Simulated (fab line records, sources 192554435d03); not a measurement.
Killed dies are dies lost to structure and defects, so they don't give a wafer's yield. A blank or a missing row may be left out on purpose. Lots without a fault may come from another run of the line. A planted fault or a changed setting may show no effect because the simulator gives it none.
Split-lot experiment | flow n5_finfet | 7 lots, 21 wafers read, on a route of 1938 steps

THE SPLIT
At N5_BEOL_M10_VIA_ETCH_34 (etches SiCOH lowk in C4F6/O2, target depth 184.5 nm, time 69.2 s), the setting bias_w was moved away from the recipe's 185 W on 6 of the 21 wafers read, by -14.9% to +16.9%. The other wafers ran this setting at the recipe's value.

The reading is taken at the split's own step.

THE READING
rf_vpp_V, in V, at N5_BEOL_M10_VIA_ETCH_34 (etches SiCOH lowk in C4F6/O2, target depth 184.5 nm, time 69.2 s). Fault-free wafers of this fab line usually give 663 V, standard deviation 5.2 V.

wafer  | tool, chamber at the split | bias_w as run, W | against the recipe | rf_vpp_V, V | against lot-mates on the recipe
L074.2 | rie_diel-01, 3             | 185              | recipe             | 667         | -
L074.3 | rie_diel-01, 1             | 185              | recipe             | 664         | -
L074.4 | rie_diel-01, 0             | 157.9            | -14.6%             | 581         | -84
L076.3 | rie_diel-01, 3             | 159.8            | -13.6%             | 593         | -71
L076.4 | rie_diel-01, 1             | 185              | recipe             | 664         | -
L076.6 | rie_diel-01, 2             | 159.8            | -13.6%             | 586         | -78
L080.3 | rie_diel-01, 3             | 185              | recipe             | 667         | -
L080.4 | rie_diel-01, 2             | 185              | recipe             | 658         | -
L080.5 | rie_diel-01, 1             | 159.9            | -13.6%             | 590         | -72
L085.3 | rie_diel-01, 3             | 185              | recipe             | 667         | -
L085.4 | rie_diel-01, 2             | 185              | recipe             | 658         | -
L085.5 | rie_diel-01, 0             | 216.3            | +16.9%             | 744         | +82
L088.4 | rie_diel-01, 3             | 185              | recipe             | 666         | -
L088.5 | rie_diel-01, 2             | 185              | recipe             | 660         | -
L088.6 | rie_diel-01, 1             | 185              | recipe             | 662         | -
L093.2 | rie_diel-05, 2             | 185              | recipe             | 655         | -
L093.3 | rie_diel-05, 1             | 157.5            | -14.9%             | 582         | -77
L093.5 | rie_diel-05, 0             | 185              | recipe             | 663         | -
L091.1 | rie_diel-06, 2             | 185              | recipe             | 655         | -
L091.2 | rie_diel-06, 0             | 185              | recipe             | 665         | -
L091.6 | rie_diel-06, 0             | 185              | recipe             | 668         | -

THE FIT
A straight line over all 21 wafers: rf_vpp_V changes by +5.24 V for each +1% of bias_w; r = +0.99; the points scatter about the line by 4.4 V.
The same after taking each lot's own level away (the mean of its wafers on the recipe; 21 wafers): +5.26 V for each +1%; r = +0.99; scatter 4.4 V.
On that fit, the largest move of bias_w shifts the reading by 89 V.
The lots' own levels span 659.0 to 665.5 V, that is 1.2 times the standard deviation above.
So the lot-to-lot level changes the slope little: the two slopes agree.
Check: with one of the wafers moved furthest among these (+16.9%) left out of the fit, the line predicts +92.1 V for it against its lot-mates. It came out at +81.5 V against them.
Tool readings at the split's step, against how far the setting was moved: rf_vpp_V r = +0.99.

OTHER SPLITS ON THESE WAFERS
These wafers also went through other splits before the reading. Each is held against what the fit with the lots' levels taken away leaves over:
other split on the same wafers     | wafers away from the commonest value | r with rf_vpp_V (lot level and that fit taken away)
N5_BEOL_M8_TRENCH_ETCH_37 source_w | 11                                   | -0.09
N5_BEOL_M9_ILD_DEP_00 time_s       | 11                                   | +0.29
N5_BEOL_M9_PECVD_70 temp_c         | 8                                    | +0.06

THE WHOLE CHAIN: every reading that the file lists as answering this split, in the file's order
step                    | what it does                                                     | reading                                                        | change (the file's fit)               | r (the file's)
N5_BEOL_M10_VIA_ETCH_34 | etches SiCOH lowk in C4F6/O2, target depth 184.5 nm, time 69.2 s | rf_vpp_V                                                       | +5.27 V for each +1% of the setting   | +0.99
N5_BEOL_M10_VIA_ETCH_34 | etches SiCOH lowk in C4F6/O2, target depth 184.5 nm, time 69.2 s | etch.depth_nm (the simulator's own value, which no gauge read) | +0.721 nm for each +1% of the setting | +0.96

THE FILE'S OWN FIT
rf_vpp_V changes by +5.27 V for each +1% of bias_w, r = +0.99.
